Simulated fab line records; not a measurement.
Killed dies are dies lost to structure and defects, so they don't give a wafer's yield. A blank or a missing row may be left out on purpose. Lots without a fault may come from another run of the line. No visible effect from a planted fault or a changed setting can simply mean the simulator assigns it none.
fab line records | flow nand-harc | part 1 of 2: steps 1 to 22 of 34
[record] lots = 5 | wafers = 15 | last-day = 29
route steps=1302 shown A_CONTACT@1085 A_BLC@1107
lots with no fault: from the same line, run without faults
start-h: the number of hours between the record's first day and the start of the first shown wafer of the lot | wait-h: time in hours since the lot's previous step | " repeats the value in the row above | L1.1+2: one row covering several wafers at once | - no value, or no start given | * or withheld: withheld | < > ~ a bound
route shown NAME@n: a module of which the file shows steps, and the number in the route of the first | usual: the fault-free wafers' mean and standard deviation | same: alike in all rows | chamber/n: place in a boat | sites: per-site readings | _std_site: the values' standard deviation | _edge_site: inner sites' mean taken away from outer sites' mean | radius-mm: for every site, how far away it sits from the centre of the wafer | mask NAME#n: copy n | behind: the tool/chamber that last shaped the wafer | hold: the reason the lot was held/the length of the hold in hours/how it ended | device: the n, p or np transistor that did not switch | end of line: the tests these same wafers got at the end of their route | step lacking rows: just its recipe | killed: dies lost to structure and defects at the first sort, not the wafer's yield | map: a wafer's dies, x killed, . not, _ none there
set.NAME: the run value of the setting; set.NAME@STEP: its run value at that earlier step | model.NAME: the simulator's own value behind a step, which no gauge read
certain route steps with their lots: each step a table, each wafer a row
services: from which hour (start-h, from the record's first day; less than 0 if before it) a tool's chamber was out of use, for how many hours, and why
[[steps]]
[step NHARC_A_CONTACT_ETCH_31]
[recipe] target-depth-a = 28000 | over-etch-frac = 0.3 | time-s = 728 | ion-energy-ev = 150 | o2-flow-sccm = 400 | cos-flow-sccm = 20 | ar-flow-sccm = 0 | rf-w = 500 | bias-w = 300 | chemistry = O2/COS
[usual] drypump-motor-current-A = 5.72/0.22 | oes-product-au = 0.999/0.01 | rf-vpp-V = 313.2/2.2 | showerhead-plenum-p-Torr = 3.06/0.14 | throttle-valve-pct = 28.330/0.01
lot.wafer | tool        | chamber | start-h | wait-h | drypump-motor-current-A | oes-product-au | rf-hours-counter-h | rf-vpp-V | showerhead-plenum-p-Torr | throttle-valve-pct
L074.1    | rie-diel-01 | 1       | -       | -      | 6.08                    | 1.011          | 49                 | 313.1    | 3.05                     | 28.320
L074.3    | "           | 2       | "       | "      | 6.10                    | 0.997          | 39                 | 311.8    | 2.97                     | 28.333
L074.2    | "           | 0       | "       | "      | 5.42                    | 0.995          | 51                 | 312.8    | 3.04                     | 28.323
L077.2    | rie-diel-05 | 1       | -       | -      | 5.45                    | 0.984          | 20                 | 316.3    | 3.22                     | 28.319
L077.3    | "           | 0       | "       | "      | 5.52                    | 1.006          | 20                 | 313.4    | 3.11                     | 28.333
L077.5    | "           | 2       | "       | "      | 5.74                    | 1.013          | -                  | 310.1    | 2.89                     | 28.329
L079.4    | rie-diel-08 | 2       | -       | -      | 5.87                    | 1.002          | 56                 | 311.4    | 2.95                     | 28.319
L079.2    | "           | 0       | "       | "      | 5.79                    | 0.988          | 54                 | 310.8    | 2.89                     | 28.337
L079.6    | "           | 2       | "       | "      | 5.83                    | 1.007          | -                  | 310.6    | 2.95                     | 28.329
L083.3    | rie-diel-01 | 0       | 584.64  | -      | 5.45                    | 0.995          | 7                  | 311.8    | 3.03                     | 28.337
L083.5    | "           | 2       | "       | "      | 6.13                    | 0.986          | -                  | 311.6    | 2.96                     | 28.335
L083.6    | "           | 3       | "       | "      | 5.66                    | 0.987          | -                  | 312.0    | 2.98                     | 28.333
L086.3    | rie-diel-08 | 1       | -       | -      | 5.46                    | 0.998          | 26                 | 316.1    | 3.30                     | 28.333
L086.4    | "           | 2       | "       | "      | 5.86                    | 0.979          | 25                 | 311.3    | 2.93                     | 28.334
L086.1    | "           | 0       | "       | "      | 5.74                    | 0.983          | 26                 | 316.5    | 3.36                     | 28.330
[step NHARC_A_CONTACT_ETCH_134]
[recipe] source-w = withheld | pressure-mtorr = 20 | bias-v = withheld | time-s = 140 | target-depth-a = 7000 | ar-flow-sccm = withheld | c4f8-flow-sccm = withheld | o2-flow-sccm = withheld | chemistry = C4F8/O2/Ar
lot.wafer | tool            | chamber | start-h | wait-h | rf-hours-counter-h
L074.2    | har-cap-etch-02 | 0       | 510.38  | -      | 86
L074.1    | "               | 1       | "       | "      | 86
L074.3    | "               | 0       | "       | "      | -
L077.2    | har-cap-etch-02 | 0       | 541.98  | -      | 93
L077.3    | "               | 0       | "       | "      | -
L077.5    | "               | 0       | "       | "      | -
L079.2    | har-cap-etch-01 | 1       | 543.58  | -      | 8
L079.4    | "               | 1       | "       | "      | -
L079.6    | "               | 1       | "       | "      | -
L083.3    | har-cap-etch-03 | 1       | 585.13  | -      | -
L083.5    | "               | 1       | "       | "      | -
L083.6    | "               | 0       | "       | "      | -
L086.1    | har-cap-etch-01 | 0       | 637.69  | -      | 23
L086.4    | "               | 0       | "       | "      | -
L086.3    | "               | 1       | "       | "      | -
[step NHARC_A_CONTACT_ETCH_135]
[recipe] source-w = withheld | pressure-mtorr = 20 | bias-v = 1200 | time-s = 311 | target-depth-a = 19120 | ar-flow-sccm = withheld | c4f8-flow-sccm = withheld | o2-flow-sccm = withheld | chemistry = C4F8/O2/Ar
lot.wafer | tool            | chamber | start-h | wait-h | rf-hours-counter-h
L074.2    | har-cap-etch-02 | 0       | 510.58  | 0.2    | 86
L074.1    | "               | 1       | "       | "      | 86
L074.3    | "               | 0       | "       | "      | -
L077.2    | har-cap-etch-02 | 0       | 542.19  | 0.2    | 93
L077.3    | "               | 0       | "       | "      | -
L077.5    | "               | 0       | "       | "      | -
L079.2    | har-cap-etch-01 | 1       | 543.78  | 0.2    | 8
L079.4    | "               | 1       | "       | "      | -
L079.6    | "               | 1       | "       | "      | -
L083.3    | har-cap-etch-03 | 1       | 585.35  | 0.2    | -
L083.5    | "               | 1       | "       | "      | -
L083.6    | "               | 0       | "       | "      | -
L086.1    | har-cap-etch-01 | 0       | 637.89  | 0.2    | 24
L086.4    | "               | 0       | "       | "      | -
L086.3    | "               | 1       | "       | "      | -
[step NHARC_A_CONTACT_ETCH_136]
[recipe] source-w = withheld | pressure-mtorr = 20 | bias-v = 1200 | time-s = 311 | target-depth-a = 19120 | ar-flow-sccm = withheld | c4f8-flow-sccm = withheld | o2-flow-sccm = withheld | chemistry = C4F8/O2/Ar
lot.wafer | tool            | chamber | start-h | wait-h | rf-hours-counter-h
L074.2    | har-cap-etch-02 | 0       | 510.85  | 0.2    | 86
L074.1    | "               | 1       | "       | "      | 86
L074.3    | "               | 0       | "       | "      | -
L077.2    | har-cap-etch-02 | 0       | 542.47  | 0.2    | 93
L077.3    | "               | 0       | "       | "      | -
L077.5    | "               | 0       | "       | "      | -
L079.2    | har-cap-etch-01 | 1       | 544.05  | 0.2    | 9
L079.4    | "               | 1       | "       | "      | -
L079.6    | "               | 1       | "       | "      | -
L083.3    | har-cap-etch-03 | 1       | 585.63  | 0.2    | -
L083.5    | "               | 1       | "       | "      | -
L083.6    | "               | 0       | "       | "      | -
L086.1    | har-cap-etch-01 | 0       | 638.15  | 0.2    | 24
L086.4    | "               | 0       | "       | "      | -
L086.3    | "               | 1       | "       | "      | -
[step NHARC_A_CONTACT_ETCH_137]
[recipe] source-w = withheld | pressure-mtorr = 20 | bias-v = 1200 | time-s = 311 | target-depth-a = 19120 | ar-flow-sccm = withheld | c4f8-flow-sccm = withheld | o2-flow-sccm = withheld | chemistry = C4F8/O2/Ar
lot.wafer | tool            | chamber | start-h | wait-h | rf-hours-counter-h
L074.2    | har-cap-etch-02 | 0       | 511.12  | 0.2    | 87
L074.1    | "               | 1       | "       | "      | 87
L074.3    | "               | 0       | "       | "      | -
L077.2    | har-cap-etch-02 | 0       | 542.74  | 0.2    | 94
L077.3    | "               | 0       | "       | "      | -
L077.5    | "               | 0       | "       | "      | -
L079.2    | har-cap-etch-01 | 1       | 544.33  | 0.2    | 9
L079.4    | "               | 1       | "       | "      | -
L079.6    | "               | 1       | "       | "      | -
L083.3    | har-cap-etch-03 | 1       | 585.90  | 0.2    | -
L083.5    | "               | 1       | "       | "      | -
L083.6    | "               | 0       | "       | "      | -
L086.1    | har-cap-etch-01 | 0       | 638.43  | 0.2    | 24
L086.4    | "               | 0       | "       | "      | -
L086.3    | "               | 1       | "       | "      | -
[step NHARC_A_CONTACT_ETCH_138]
[recipe] source-w = withheld | pressure-mtorr = 20 | bias-v = 1200 | time-s = 311 | target-depth-a = 19140 | ar-flow-sccm = withheld | c4f8-flow-sccm = withheld | o2-flow-sccm = withheld | chemistry = C4F8/O2/Ar
lot.wafer | tool            | chamber | start-h | wait-h | rf-hours-counter-h
L074.2    | har-cap-etch-02 | 0       | 511.39  | 0.2    | 87
L074.1    | "               | 1       | "       | "      | 87
L074.3    | "               | 0       | "       | "      | -
L077.2    | har-cap-etch-02 | 0       | 543.01  | 0.2    | 94
L077.3    | "               | 0       | "       | "      | -
L077.5    | "               | 0       | "       | "      | -
L079.2    | har-cap-etch-01 | 1       | 544.60  | 0.2    | 9
L079.4    | "               | 1       | "       | "      | -
L079.6    | "               | 1       | "       | "      | -
L083.3    | har-cap-etch-03 | 1       | 586.17  | 0.2    | -
L083.5    | "               | 1       | "       | "      | -
L083.6    | "               | 0       | "       | "      | -
L086.1    | har-cap-etch-01 | 0       | 638.70  | 0.2    | 24
L086.4    | "               | 0       | "       | "      | -
L086.3    | "               | 1       | "       | "      | -
[step NHARC_A_CONTACT_ETCH_139]
[recipe] source-w = withheld | pressure-mtorr = 20 | bias-v = 400 | time-s = 195 | target-depth-a = 8400 | ar-flow-sccm = withheld | c4f8-flow-sccm = 11.5 | o2-flow-sccm = 7.2 | chemistry = C4F8/O2/Ar
lot.wafer | tool            | chamber | start-h | wait-h | rf-hours-counter-h
L074.2    | har-cap-etch-02 | 0       | 511.66  | 0.2    | 87
L074.1    | "               | 1       | "       | "      | 87
L074.3    | "               | 0       | "       | "      | -
L077.2    | har-cap-etch-02 | 0       | 543.28  | 0.2    | 94
L077.3    | "               | 0       | "       | "      | -
L077.5    | "               | 0       | "       | "      | -
L079.2    | har-cap-etch-01 | 1       | 544.88  | 0.2    | 9
L079.4    | "               | 1       | "       | "      | -
L079.6    | "               | 1       | "       | "      | -
L083.3    | har-cap-etch-03 | 1       | 586.44  | 0.2    | -
L083.5    | "               | 1       | "       | "      | -
L083.6    | "               | 0       | "       | "      | -
L086.1    | har-cap-etch-01 | 0       | 638.97  | 0.2    | 25
L086.4    | "               | 0       | "       | "      | -
L086.3    | "               | 1       | "       | "      | -
[step NHARC_A_CONTACT_ETCH_92]
[recipe] target-depth-a = 400 | over-etch-frac = 0.5 | time-s = 85.7 | ion-energy-ev = 120 | ch3f-flow-sccm = 50 | o2-flow-sccm = 30 | ar-flow-sccm = 200 | rf-w = 500 | bias-w = 100 | chemistry = CH3F/O2
[usual] drypump-motor-current-A = 5.70/0.21 | oes-product-au = 0.933/0.023 | rf-vpp-V = 244.0/2 | showerhead-plenum-p-Torr = 2.44/0.13 | throttle-valve-pct = 20.664/0.0098
lot.wafer | tool        | chamber | start-h | wait-h | drypump-motor-current-A | oes-product-au | rf-hours-counter-h | rf-vpp-V | showerhead-plenum-p-Torr | throttle-valve-pct
L074.1    | rie-diel-01 | 2       | 512.22  | 0.5    | 6.12                    | 0.923          | 40                 | 243.0    | 2.34                     | 20.659
L074.2    | "           | 0       | "       | "      | 5.51                    | 0.912          | 52                 | 243.5    | 2.39                     | 20.667
L074.3    | "           | 1       | "       | "      | 6.10                    | 0.930          | 50                 | 243.6    | 2.40                     | 20.650
L077.2    | rie-diel-05 | 2       | 543.80  | 0.5    | 5.73                    | 0.936          | 18                 | 240.4    | 2.27                     | 20.658
L077.3    | "           | 3       | "       | "      | 5.67                    | 0.927          | 18                 | 240.9    | 2.32                     | 20.680
L077.5    | "           | 3       | "       | "      | 5.67                    | 0.924          | -                  | 241.6    | 2.32                     | 20.657
L079.2    | rie-diel-05 | 0       | 545.44  | 0.5    | 5.50                    | 0.925          | 20                 | 243.9    | 2.45                     | 20.664
L079.4    | "           | 3       | "       | "      | 5.65                    | 0.919          | 18                 | 244.2    | 2.32                     | 20.670
L079.6    | "           | 1       | "       | "      | 5.43                    | 0.915          | -                  | 245.8    | 2.54                     | 20.667
L083.3    | rie-diel-01 | 0       | 586.91  | 0.4    | 5.52                    | 0.921          | 7                  | 241.9    | 2.38                     | 20.652
L083.5    | "           | 0       | "       | "      | 5.48                    | 0.925          | -                  | 244.1    | 2.38                     | 20.654
L083.6    | "           | 1       | "       | "      | 6.11                    | 0.937          | -                  | 242.9    | 2.39                     | 20.679
L086.4    | rie-diel-08 | 1       | 639.53  | 0.4    | 5.50                    | 0.935          | 27                 | 247.4    | 2.60                     | 20.671
L086.3    | "           | 3       | "       | "      | 5.92                    | 0.915          | 26                 | 243.3    | 2.37                     | 20.657
L086.1    | "           | 0       | "       | "      | 5.78                    | 0.928          | 27                 | 248.2    | 2.65                     | 20.663
[step NHARC_A_CONTACT_ETCH_98]
[recipe] target-depth-a = 200 | over-etch-frac = 0.5 | time-s = 10 | ion-energy-ev = 250 | c4f6-flow-sccm = 25 | o2-flow-sccm = 20 | ar-flow-sccm = 500 | rf-w = 600 | bias-w = 500 | chemistry = C4F6/O2
[usual] drypump-motor-current-A = 5.71/0.22 | oes-product-au = 0.952/0.019 | rf-vpp-V = 546/3.8 | showerhead-plenum-p-Torr = 3.89/0.19 | throttle-valve-pct = 26.903/0.01
lot.wafer | tool        | chamber | start-h | wait-h | drypump-motor-current-A | oes-product-au | rf-hours-counter-h | rf-vpp-V | showerhead-plenum-p-Torr | throttle-valve-pct
L074.2    | rie-diel-01 | 2       | -       | -      | 6.11                    | 0.952          | 40                 | 542      | 3.74                     | 26.910
L074.3    | "           | 3       | "       | "      | 5.70                    | 0.950          | 45                 | 543      | 3.77                     | 26.908
L074.1    | "           | 0       | "       | "      | 5.42                    | 0.927          | 52                 | 545      | 3.82                     | 26.892
L077.2    | rie-diel-05 | 0       | -       | -      | 5.54                    | 0.946          | 20                 | 546      | 3.91                     | 26.908
L077.3    | "           | 3       | "       | "      | 5.67                    | 0.949          | 18                 | 542      | 3.71                     | 26.915
L077.5    | "           | 1       | "       | "      | 5.44                    | 0.923          | -                  | 549      | 4.04                     | 26.911
L079.4    | rie-diel-05 | 3       | -       | -      | 5.65                    | 0.930          | 18                 | 543      | 3.71                     | 26.915
L079.2    | "           | 1       | "       | "      | 5.42                    | 0.941          | 20                 | 549      | 4.04                     | 26.899
L079.6    | "           | 0       | "       | "      | 5.51                    | 0.950          | -                  | 546      | 3.91                     | 26.898
L083.3    | rie-diel-01 | 1       | -       | -      | 6.09                    | 0.959          | 10                 | 546      | 3.82                     | 26.904
L083.6    | "           | 1       | "       | "      | 6.10                    | 0.954          | -                  | 545      | 3.82                     | 26.898
L083.5    | "           | 2       | "       | "      | 6.11                    | 0.937          | -                  | 542      | 3.72                     | 26.914
L086.3    | rie-diel-08 | 0       | -       | -      | 5.77                    | 0.930          | 27                 | 554      | 4.21                     | 26.887
L086.1    | "           | 2       | "       | "      | 5.85                    | 0.934          | 26                 | 542      | 3.70                     | 26.883
L086.4    | "           | 3       | "       | "      | 5.91                    | 0.930          | 26                 | 544      | 3.79                     | 26.894
[step NHARC_A_CONTACT_CD_MEAS_15]
[usual] cd-nm = 189.8/0.64
lot.wafer | tool      | chamber | start-h | wait-h | cd-nm
L074.1    | cd-sem-02 | -       | 512.44  | -      | 189.3
L074.2    | "         | -       | "       | "      | 189.6
L074.3    | "         | -       | "       | "      | 189.4
L077.2    | cd-sem-01 | -       | 544.02  | -      | 189.4
L077.3    | "         | -       | "       | "      | 189.5
L077.5    | "         | -       | "       | "      | 190.0
L079.2    | cd-sem-03 | -       | 545.66  | -      | 189.6
L079.4    | "         | -       | "       | "      | 189.7
L079.6    | "         | -       | "       | "      | 189.8
L083.3    | cd-sem-02 | -       | 587.13  | -      | 189.7
L083.5    | "         | -       | "       | "      | 189.4
L083.6    | "         | -       | "       | "      | 189.8
L086.1    | cd-sem-03 | -       | 639.76  | -      | 189.3
L086.3    | "         | -       | "       | "      | 190.1
L086.4    | "         | -       | "       | "      | 189.0
[step NHARC_A_CONTACT_STRIP_107]
[recipe] n2-flow-sccm = 150 | h2-flow-sccm = 150 | ar-flow-sccm = 0 | bias-w = 0 | chemistry = N2/H2
lot.wafer  | tool        | chamber | start-h | wait-h
L074.2+1+3 | rie-diel-08 | 1,2,3   | 512.53  | 0.1
L077.2+3+5 | rie-diel-01 | 0,2,3   | 544.10  | 0.1
L079.4+2+6 | rie-diel-08 | 0,1,0   | 545.73  | 0.1
L083.3+5+6 | rie-diel-01 | 2,3,0   | 587.23  | 0.1
L086.4+3+1 | rie-diel-08 | 2,3,1   | 639.83  | 0.1
[step NHARC_A_CONTACT_STRIP_108]
[recipe] cf4-flow-sccm = 100 | chf3-flow-sccm = 30 | ar-flow-sccm = 0 | bias-w = 0 | chemistry = CF4/CHF3
lot.wafer  | tool        | chamber | start-h | wait-h
L074.3+2+1 | rie-diel-08 | 0,2,3   | 512.61  | 0.1
L077.2+3+5 | rie-diel-01 | 1,0,2   | 544.18  | 0.1
L079.2+4+6 | rie-diel-08 | 3,0,3   | 545.82  | 0.1
L083.3+6+5 | rie-diel-01 | 1,1,2   | 587.30  | 0.1
L086.1+4+3 | rie-diel-08 | 1,2,3   | 639.97  | 0.1
[step NHARC_A_CONTACT_STRIP_109]
[recipe] o2-flow-sccm = 400 | cos-flow-sccm = 20 | ar-flow-sccm = 0 | bias-w = 0 | chemistry = O2/COS
lot.wafer  | tool        | chamber | start-h | wait-h
L074.1+2+3 | rie-diel-08 | 0,1,2   | 512.68  | 0.1
L077.3+2+5 | rie-diel-01 | 2,3,1   | 544.25  | 0.1
L079.4+2+6 | rie-diel-08 | 2,3,1   | 545.89  | 0.1
L083.3+5+6 | rie-diel-01 | 1,2,3   | 587.44  | 0.1
L086.1+4+3 | rie-diel-08 | 3,1,2   | 640.04  | 0.1
[step NHARC_A_CONTACT_ETCH_110]
[recipe] target-depth-a = 600 | overetch-a = 60 | time-s = 33 | ion-energy-ev = 100 | cf4-flow-sccm = 80 | o2-flow-sccm = 20 | ar-flow-sccm = 0 | rf-w = 300 | bias-w = 100 | chemistry = CF4/O2
[usual] drypump-motor-current-A = 5.66/0.19 | oes-product-au = 1.000/0.01 | rf-vpp-V = 197.6/1.7 | showerhead-plenum-p-Torr = 1.32/0.07 | throttle-valve-pct = 13.398/0.0085
lot.wafer | tool        | chamber | start-h | wait-h | drypump-motor-current-A | oes-product-au | rf-hours-counter-h | rf-vpp-V | showerhead-plenum-p-Torr | throttle-valve-pct
L074.1    | rie-diel-08 | 2       | 512.74  | 0.1    | 5.81                    | 1.000          | 44                 | 198.4    | 1.26                     | 13.386
L074.2    | "           | 0       | "       | "      | 5.72                    | 0.997          | 45                 | 197.2    | 1.23                     | 13.390
L074.3    | "           | 1       | "       | "      | 5.49                    | 1.018          | 46                 | 199.6    | 1.42                     | 13.398
L077.2    | rie-diel-01 | 3       | 544.31  | 0.1    | 5.65                    | 1.004          | 55                 | 198.3    | 1.28                     | 13.421
L077.3    | "           | 0       | "       | "      | 5.42                    | 0.990          | 62                 | 197.7    | 1.29                     | 13.396
L077.5    | "           | 2       | "       | "      | 6.09                    | 1.012          | -                  | 196.2    | 1.26                     | 13.384
L079.4    | rie-diel-08 | 0       | 545.95  | 0.1    | 5.79                    | 0.992          | 54                 | 195.7    | 1.23                     | 13.402
L079.2    | "           | 2       | "       | "      | 5.83                    | 1.004          | 56                 | 196.9    | 1.26                     | 13.381
L079.6    | "           | 1       | "       | "      | 5.48                    | 1.019          | -                  | 199.6    | 1.42                     | 13.401
L083.3    | rie-diel-01 | 3       | 587.49  | 0.0    | 5.65                    | 0.989          | 8                  | 196.6    | 1.27                     | 13.397
L083.6    | "           | 3       | "       | "      | 5.67                    | 0.993          | -                  | 197.8    | 1.27                     | 13.399
L083.5    | "           | 0       | "       | "      | 5.44                    | 1.012          | -                  | 196.2    | 1.29                     | 13.405
L086.4    | rie-diel-08 | 2       | 640.10  | 0.1    | 5.84                    | 0.988          | 26                 | 195.7    | 1.25                     | 13.398
L086.1    | "           | 0       | "       | "      | 5.73                    | 0.994          | 27                 | 198.5    | 1.44                     | 13.408
L086.3    | "           | 1       | "       | "      | 5.51                    | 1.008          | 27                 | 200.5    | 1.41                     | 13.411
[step NHARC_A_CONTACT_STRIP_26]
[recipe] o2-flow-sccm = 500 | ar-flow-sccm = 0 | bias-w = 0 | chemistry = O2
[usual] drypump-motor-current-A = 5.68/0.2 | oes-product-au = 1.001/0.011 | rf-vpp-V = 57.7/0.84 | showerhead-plenum-p-Torr = 3.50/0.18 | throttle-valve-pct = 17.037/0.0093
lot.wafer | tool        | chamber | start-h | wait-h | drypump-motor-current-A | oes-product-au | rf-hours-counter-h | rf-vpp-V | showerhead-plenum-p-Torr | throttle-valve-pct
L074.1    | rie-diel-08 | 3       | -       | -      | 5.92                    | 1.000          | 42                 | 58.0     | 3.43                     | 17.032
L074.2    | "           | 0       | "       | "      | 5.74                    | 1.000          | 45                 | 57.4     | 3.28                     | 17.043
L074.3    | "           | 2       | "       | "      | 5.86                    | 1.004          | 44                 | 57.1     | 3.34                     | 17.043
L077.3    | rie-diel-01 | 0       | -       | -      | 5.51                    | 0.989          | 62                 | 57.2     | 3.43                     | 17.034
L077.2    | "           | 1       | "       | "      | 6.10                    | 1.014          | 61                 | 57.1     | 3.44                     | 17.036
L077.5    | "           | 1       | "       | "      | 6.10                    | 1.015          | -                  | 58.5     | 3.44                     | 17.025
L079.4    | rie-diel-08 | 0       | -       | -      | 5.75                    | 0.984          | 54                 | 57.6     | 3.27                     | 17.035
L079.2    | "           | 1       | "       | "      | 5.52                    | 1.019          | 57                 | 57.4     | 3.74                     | 17.041
L079.6    | "           | 1       | "       | "      | 5.53                    | 1.015          | -                  | 56.7     | 3.74                     | 17.029
L083.3    | rie-diel-01 | 0       | -       | -      | 5.46                    | 1.006          | 7                  | 55.1     | 3.42                     | 17.034
L083.5    | "           | 0       | "       | "      | 5.48                    | 1.000          | -                  | 58.3     | 3.42                     | 17.040
L083.6    | "           | 1       | "       | "      | 6.08                    | 1.008          | -                  | 56.9     | 3.43                     | 17.027
L086.3    | rie-diel-08 | 2       | -       | -      | 5.86                    | 0.990          | 26                 | 57.8     | 3.32                     | 17.024
L086.1    | "           | 0       | "       | "      | 5.76                    | 0.992          | 27                 | 59.1     | 3.79                     | 17.035
L086.4    | "           | 1       | "       | "      | 5.48                    | 1.014          | 27                 | 57.5     | 3.72                     | 17.045
[step NHARC_A_CONTACT_STRIP_27]
[recipe] time-s = 600 | temp-c = 30 | chemistry = post-etch-residue-remover
lot.wafer  | tool         | chamber | start-h | wait-h
L074.1+3+2 | wet-bench-06 | 0,1,2   | 513.12  | -
L077.5+2+3 | wet-bench-07 | 2,3,4   | 544.69  | -
L079.6+2+4 | wet-bench-02 | 2,3,4   | 546.36  | -
L083.3+6+5 | wet-bench-02 | 7,0,2   | 587.87  | -
L086.3+1+4 | wet-bench-06 | 7,1,4   | 640.48  | -
[step NHARC_A_CONTACT_ALD_18]
[recipe] target-thk-a = 30 | pulse-time-s = 1 | ald-cycles = 150 | temp-c = 450 | material = TiN
[usual] heater-power-w = 1107/140 | precursor-pulse-height-rel = 1.003/0.02
lot.wafer | tool         | chamber | start-h | wait-h | heater-power-w | precursor-pulse-height-rel
L074.2    | ald-metal-04 | 2       | 513.39  | -      | 1239           | 1.045
L074.1    | "            | 3       | "       | "      | 1159           | 1.007
L074.3    | "            | 0       | "       | "      | 1198           | 0.993
L077.3    | ald-metal-01 | 1       | 544.96  | -      | 848            | 0.956
L077.2    | "            | 3       | "       | "      | 1172           | 1.010
L077.5    | "            | 2       | "       | "      | 1099           | 1.020
L079.2    | ald-metal-04 | 1       | 546.61  | -      | 1204           | 1.041
L079.4    | "            | 2       | "       | "      | 1258           | 1.025
L079.6    | "            | 2       | "       | "      | 1263           | 0.997
L083.3    | ald-metal-01 | 2       | 588.14  | -      | 1081           | 0.986
L083.6    | "            | 2       | "       | "      | 1079           | 1.012
L083.5    | "            | 3       | "       | "      | 1201           | 0.998
L086.4    | ald-metal-02 | 3       | 640.75  | -      | 1052           | 0.994
L086.1    | "            | 1       | "       | "      | 879            | 1.015
L086.3    | "            | 2       | "       | "      | 1273           | 0.990
[step NHARC_A_CONTACT_CVD_19]
[recipe] target-thk-a = 3000 | temp-c = 300 | pressure-torr = 40 | wf6-flow-sccm = 40 | h2-flow-sccm = 1600 | ar-flow-sccm = 1560 | time-s = 802 | material = W
[usual] heater-power-w = 475/32 | throttle-valve-pct = 7.87/0.21
lot.wafer | tool     | chamber | start-h | wait-h | heater-power-w | throttle-valve-pct
L074.1    | cvd-w-02 | 0       | -       | -      | 478            | 7.74
L074.2    | "        | 1       | "       | "      | 522            | 7.80
L074.3    | "        | 1       | "       | "      | 518            | 7.75
L077.2    | cvd-w-01 | 0       | -       | -      | 509            | 8.04
L077.3    | "        | 1       | "       | "      | 423            | 7.86
L077.5    | "        | 1       | "       | "      | 420            | 8.03
L079.2    | cvd-w-02 | 1       | -       | -      | 524            | 7.89
L079.4    | "        | 1       | "       | "      | 514            | 7.89
L079.6    | "        | 0       | "       | "      | 467            | 7.89
L083.3    | cvd-w-01 | 0       | -       | -      | 487            | 8.11
L083.6    | "        | 0       | "       | "      | 496            | 8.32
L083.5    | "        | 1       | "       | "      | 436            | 7.74
L086.1    | cvd-w-01 | 1       | -       | -      | 432            | 8.03
L086.3    | "        | 1       | "       | "      | 423            | 7.89
L086.4    | "        | 0       | "       | "      | 478            | 7.88
[step NHARC_A_CONTACT_CMP_20]
[recipe] t-overpolish-s = 30 | target-thk-nm = 300
[usual] motor-current-A = 12.3/1 | overpolish-run-s = 30.000/0.0088 | time-to-endpoint-s = 59.8/2.7
lot.wafer | tool   | chamber | start-h | wait-h | motor-current-A | overpolish-run-s | time-to-endpoint-s
L074.2    | cmp-02 | 1       | 514.51  | 0.7    | 12.2            | 29.990           | 59.3
L074.3    | "      | 2       | "       | "      | 11.4            | 29.989           | 58.8
L074.1    | "      | 3       | "       | "      | 14.1            | 29.997           | 59.5
L077.2    | cmp-01 | 1       | 546.12  | 0.7    | 11.7            | 30.000           | 58.3
L077.3    | "      | 2       | "       | "      | 11.4            | 29.986           | 55.6
L077.5    | "      | 3       | "       | "      | 11.6            | 29.992           | 58.3
L079.2    | cmp-04 | 0       | 547.69  | 0.6    | 11.8            | 29.999           | 64.4
L079.4    | "      | 3       | "       | "      | 10.7            | 29.992           | 62.6
L079.6    | "      | 0       | "       | "      | 10.7            | 29.997           | 64.9
L083.3    | cmp-02 | 0       | 589.23  | 0.5    | 13.1            | 29.992           | 57.0
L083.5    | "      | 0       | "       | "      | 12.4            | 29.997           | 60.2
L083.6    | "      | 1       | "       | "      | 12.4            | 30.021           | 57.6
L086.3    | cmp-01 | 1       | 641.85  | 0.5    | 11.8            | 30.005           | 58.3
L086.4    | "      | 2       | "       | "      | 11.1            | 30.004           | 61.5
L086.1    | "      | 3       | "       | "      | 11.8            | 29.988           | 61.3
[step NHARC_A_CONTACT_SRD_22]
lot.wafer  | tool         | chamber | start-h | wait-h
L074.2+3+1 | wet-bench-02 | 5,6,0   | 514.82  | 0.0
L077.3+2+5 | wet-bench-07 | 2,3,4   | 546.39  | 0.0
L079.2+6+4 | wet-bench-07 | 0,1,4   | 548.01  | 0.0
L083.6+5+3 | wet-bench-07 | 3,4,7   | 589.55  | 0.0
L086.3+4+1 | wet-bench-07 | 3,4,6   | 642.15  | 0.0
[step NHARC_A_CONTACT_INSPECT_23]
[usual] raw-defect-count = 529/130
lot.wafer | tool              | chamber | start-h | wait-h | raw-defect-count
L074.1    | defect-inspect-01 | -       | 514.89  | 0.1    | 460
L074.2    | "                 | -       | "       | "      | 588
L074.3    | "                 | -       | "       | "      | 572
L077.2    | defect-inspect-02 | -       | 546.47  | 0.1    | 609
L077.3    | "                 | -       | "       | "      | 677
L077.5    | "                 | -       | "       | "      | 614
L079.2    | defect-inspect-02 | -       | 548.09  | 0.1    | 443
L079.4    | "                 | -       | "       | "      | 532
L079.6    | "                 | -       | "       | "      | 674
L083.3    | defect-inspect-01 | -       | 589.63  | 0.1    | 429
L083.5    | "                 | -       | "       | "      | 424
L083.6    | "                 | -       | "       | "      | 401
L086.1    | defect-inspect-01 | -       | 642.23  | 0.1    | 458
L086.3    | "                 | -       | "       | "      | 380
L086.4    | "                 | -       | "       | "      | 443
[step NHARC_A_BLC_DEHYDRATE_00]
[recipe] temp-c = 150 | time-s = 120
[usual] plate-temp-C = 150.01/0.16
lot.wafer | tool           | chamber | start-h | wait-h | plate-temp-C
L074.1    | litho-track-06 | 0       | 514.94  | 0.1    | 149.99
L074.2    | "              | 0       | "       | "      | 150.00
L074.3    | "              | 0       | "       | "      | 149.89
L077.2    | litho-track-06 | 0       | 546.53  | 0.1    | 149.75
L077.3    | "              | 0       | "       | "      | 149.91
L077.5    | "              | 0       | "       | "      | 150.13
L079.2    | litho-track-01 | 0       | 548.15  | 0.1    | 149.93
L079.4    | "              | 0       | "       | "      | 150.03
L079.6    | "              | 0       | "       | "      | 149.93
L083.3    | litho-track-04 | 0       | 589.69  | 0.1    | 149.98
L083.5    | "              | 0       | "       | "      | 150.06
L083.6    | "              | 0       | "       | "      | 150.30
L086.1    | litho-track-01 | 0       | 642.29  | 0.1    | 150.27
L086.3    | "              | 0       | "       | "      | 149.96
L086.4    | "              | 0       | "       | "      | 150.05
